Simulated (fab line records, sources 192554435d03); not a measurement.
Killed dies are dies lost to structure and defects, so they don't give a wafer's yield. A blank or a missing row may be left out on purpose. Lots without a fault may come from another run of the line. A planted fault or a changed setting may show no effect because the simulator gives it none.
Chamber matching | flow n5_finfet | N5_BEOL_M2_ETCHBACK_99 on rie_diel-02: 4 sister chambers
The step etches SiO2 in CHF3, target depth 5 nm, time 10.4 s. 14 wafers are shown with their chamber, then 7 later ones without.

WAFERS WITH THEIR CHAMBER
wafer  | chamber | showerhead_plenum_p_Torr (Torr) | drypump_motor_current_A (A) | throttle_valve_pct (%)
L075.1 | 2       | 2.20                            | 5.6                         | 17.17
L075.2 | 3       | 2.19                            | 5.9                         | 17.09
L075.3 | 1       | 2.05                            | 4.8                         | 16.99
L077.1 | 2       | 2.20                            | 5.6                         | 17.19
L077.2 | 3       | 2.19                            | 5.8                         | 17.08
L077.3 | 0       | 2.18                            | 5.5                         | 16.66
L077.4 | 1       | 2.04                            | 4.8                         | 17.01
L077.5 | 2       | 2.20                            | 5.7                         | 17.19
L077.6 | 3       | 2.18                            | 5.9                         | 17.09
L081.2 | 3       | 2.18                            | 5.8                         | 17.11
L081.3 | 0       | 2.17                            | 5.5                         | 16.71
L081.6 | 3       | 2.18                            | 5.9                         | 17.10
L083.3 | 2       | 2.20                            | 5.6                         | 17.20
L083.5 | 1       | 2.04                            | 4.8                         | 17.02

SIGNATURES (means of the wafers above)
reading                  | chamber 0 | chamber 1 | chamber 2 | chamber 3 | scatter within a chamber
showerhead_plenum_p_Torr | 2.1750    | 2.0433    | 2.2000    | 2.1840    | 0.00486
drypump_motor_current_A  | 5.500     | 4.800     | 5.625     | 5.860     | 0.0442
throttle_valve_pct       | 16.6850   | 17.0067   | 17.1875   | 17.0940   | 0.0165
Rule: a wafer's distance from a chamber is the root of the sum, over the readings, of the square of ((its reading less the chamber's mean) divided by the reading's scatter). The wafer belongs to the nearest chamber; if the next one is less than 2 further off, it can't be placed. The scatter: the root of (the sum of the squares of (reading less its chamber's mean) over the shown wafers, divided by (wafers less chambers)).

WAFERS WITHOUT THEIR CHAMBER
wafer  | showerhead_plenum_p_Torr (Torr) | drypump_motor_current_A (A) | throttle_valve_pct (%)
L083.6 | 2.17                            | 5.5                         | 16.69
L096.1 | 2.19                            | 5.6                         | 17.27
L096.5 | 2.17                            | 5.8                         | 17.18
L096.6 | 2.16                            | 5.5                         | 16.77
L097.1 | 2.16                            | 5.5                         | 16.76
L097.3 | 2.17                            | 5.9                         | 17.20
L097.5 | 2.19                            | 5.6                         | 17.27

WHICH CHAMBER EACH WENT THROUGH
wafer  | from the rows above     | in truth
L083.6 | 0                       | 0
L096.1 | 2                       | 2
L096.5 | can't be placed: 3 or 2 | 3
L096.6 | 0                       | 0
L097.1 | 0                       | 0
L097.3 | can't be placed: 3 or 2 | 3
L097.5 | 2                       | 2
Placed correctly: 5 of 7. Can't be placed from these rows: 2 (the true chamber is among the candidates in 2). Placed wrongly: 0.
